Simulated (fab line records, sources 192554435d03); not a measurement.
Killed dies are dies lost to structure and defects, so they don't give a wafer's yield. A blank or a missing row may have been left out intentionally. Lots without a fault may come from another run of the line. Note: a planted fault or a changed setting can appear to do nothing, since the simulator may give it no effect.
Chamber matching -- flow n5-finfet -- N5_BEOL_M11_STRIP_67 on rie-diel-04: 4 sister chambers
The step strips in CF4. 16 wafers are shown with their chamber, then 8 later ones without.

== WAFERS, EACH WITH ITS CHAMBER ==
wafer,chamber,drypump-motor-current-A (A),showerhead-plenum-p-Torr (Torr),throttle-valve-pct (%)
L079.3,3,6.5,1.78,13.59
L079.4,2,6.5,1.78,13.66
L079.6,1,6.2,1.79,13.82
L078.1,1,6.2,1.79,13.80
L078.3,0,5.4,1.88,13.40
L078.5,1,6.2,1.79,13.80
L089.3,0,5.4,1.88,13.45
L089.5,0,5.4,1.88,13.45
L089.6,3,6.4,1.77,13.64
L091.1,0,5.4,1.88,13.47
L091.2,1,6.2,1.78,13.88
L091.4,0,5.4,1.88,13.45
L093.1,1,6.1,1.78,13.88
L093.3,3,6.4,1.77,13.67
L093.6,3,6.4,1.77,13.66
L094.1,0,5.4,1.88,13.44

SIGNATURES (averages over the wafers above)
reading,chamber 0,chamber 1,chamber 2,chamber 3,scatter within a chamber
drypump-motor-current-A,5.400,6.180,6.500,6.425,0.0359
showerhead-plenum-p-Torr,1.8800,1.7860,1.7800,1.7725,0.00403
throttle-valve-pct,13.4433,13.8360,13.6600,13.6400,0.0332
Rule: distance of a wafer from a chamber = root of the sum over the readings of ((wafer's reading minus chamber's mean) / reading's scatter) squared. If the next closest chamber is less than 2 further off than the closest, the wafer can't be placed; otherwise it belongs to the closest. The scatter: the root of (the sum of the squares of (reading less its chamber's mean) over the shown wafers, divided by (wafers less chambers)).

== WAFERS WITH NO CHAMBER GIVEN ==
wafer,drypump-motor-current-A (A),showerhead-plenum-p-Torr (Torr),throttle-valve-pct (%)
L094.3,6.4,1.77,13.66
L094.4,6.2,1.78,13.89
L096.1,6.5,1.77,13.13
L096.5,6.5,1.77,13.14
L096.6,6.2,1.78,13.90
L097.2,5.4,1.87,13.49
L097.5,6.5,1.77,13.13
L097.6,6.5,1.77,13.70

== EACH ONE'S CHAMBER ==
wafer,from the rows above,in truth
L094.3,3,3
L094.4,1,1
L096.1,can't be placed: 3 or 2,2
L096.5,can't be placed: 3 or 2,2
L096.6,1,1
L097.2,0,0
L097.5,can't be placed: 3 or 2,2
L097.6,can't be placed: 2 or 3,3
Correctly placed: 4 of 8. Cannot be placed on the basis of these rows: 4; the candidates contain the true chamber in 4. Number placed wrongly: 0.
